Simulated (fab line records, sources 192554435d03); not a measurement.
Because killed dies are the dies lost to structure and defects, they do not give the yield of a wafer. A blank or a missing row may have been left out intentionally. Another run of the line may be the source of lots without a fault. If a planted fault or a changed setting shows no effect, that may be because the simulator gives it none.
Which tool did it? | flow n5-finfet | 10 lots, 30 wafers sampled, at 3 steps of a route of 1938

== WHAT THE GAUGES READ, wafer by wafer ==
N5_HKMG_FIN_OVL_MEAS_13.
lot  | measured    | on         | NWFM_OVL (nm)
L075 | day 4 09:29 | overlay-02 | 0.4 0.0 0.2
L077 | day 5 00:21 | overlay-01 | 0.5 0.0 -0.9
L079 | day 5 17:41 | overlay-01 | -1.2 -1.5 0.3
L083 | day 6 12:08 | overlay-01 | 0.1 0.6 0.4
L086 | day 7 07:32 | overlay-02 | -0.9 -1.5 0.7
L088 | day 7 18:07 | overlay-01 | -0.1 -0.2 -1.1
L091 | day 8 08:56 | overlay-01 | -0.4 0.6 -0.3
L092 | day 8 19:00 | overlay-01 | 0.7 2.3 1.5
L094 | day 9 02:02 | overlay-02 | 1.1 -0.3 0.4
L096 | day 9 18:02 | overlay-01 | 0.8 -0.1 0.0

== WHAT TOOL EACH LOT RAN ON (gives the tool, then ch and the chambers of the sampled wafers, and finally the start) ==
lot  | N5_HKMG_FIN_ETCH_58               | N5_HKMG_FIN_CVD_62
L075 | rie-diel-04 ch 0,1,2, day 4 06:37 | thermal-cvd-si-02 ch 0,1, day 4 08:02
L077 | rie-diel-04 ch 0,2,3, day 4 21:07 | thermal-cvd-si-02 ch 0,1,2, day 4 22:34
L079 | rie-diel-04 ch 1,2,3, day 5 14:25 | thermal-cvd-si-02 ch 0,1,2, day 5 15:56
L083 | rie-diel-04 ch 0,2,3, day 6 09:06 | thermal-cvd-si-02 ch 0,1,2, day 6 10:32
L086 | rie-diel-01 ch 2,3, day 7 04:16   | thermal-cvd-si-02 ch 0,2, day 7 05:58
L088 | rie-diel-04 ch 0,1,2, day 7 15:01 | thermal-cvd-si-01 ch 0,1, day 7 16:27
L091 | rie-diel-01 ch 1,2,3, day 8 05:56 | thermal-cvd-si-01 ch 0,1,2, day 8 07:21
L092 | rie-diel-01 ch 0,1,2, day 8 16:07 | thermal-cvd-si-01 ch 0,1,2, day 8 17:32
L094 | rie-diel-01 ch 0,2,3, day 8 22:44 | thermal-cvd-si-01 ch 0,1, day 9 00:11
L096 | rie-diel-06 ch 0,2,3, day 9 14:46 | thermal-cvd-si-01 ch 0,1,2, day 9 16:15
- N5_HKMG_FIN_ETCH_58: etches SOC in N2/H2, target depth 215.8 nm, time 741 s.
- N5_HKMG_FIN_CVD_62: deposits a-Si from Si2H6, target thk 3 nm, time 20.8 s.

== THE ANSWER, worked out from the rows above alone ==
Rule: the lots themselves supply what counts as usual. Put in order of their means at a reading, lots are off if they are a third of the lots or fewer, leave a main group of 4 or more, and stand apart from it by a gap of 3 or more times the standard deviation of the main group's means; of several such gaps the widest counts. A main group whose means are all the same, to the digits that the tables above print for the reading, isn't used. A lot without any number at a reading at which 4 lots or more have one is off too. Any other lot the step has rows for is counted as sound.
Across all readings shown, no lot is off: no conclusion can be drawn from this.

== WHAT THE SIMULATOR PUT IN ==
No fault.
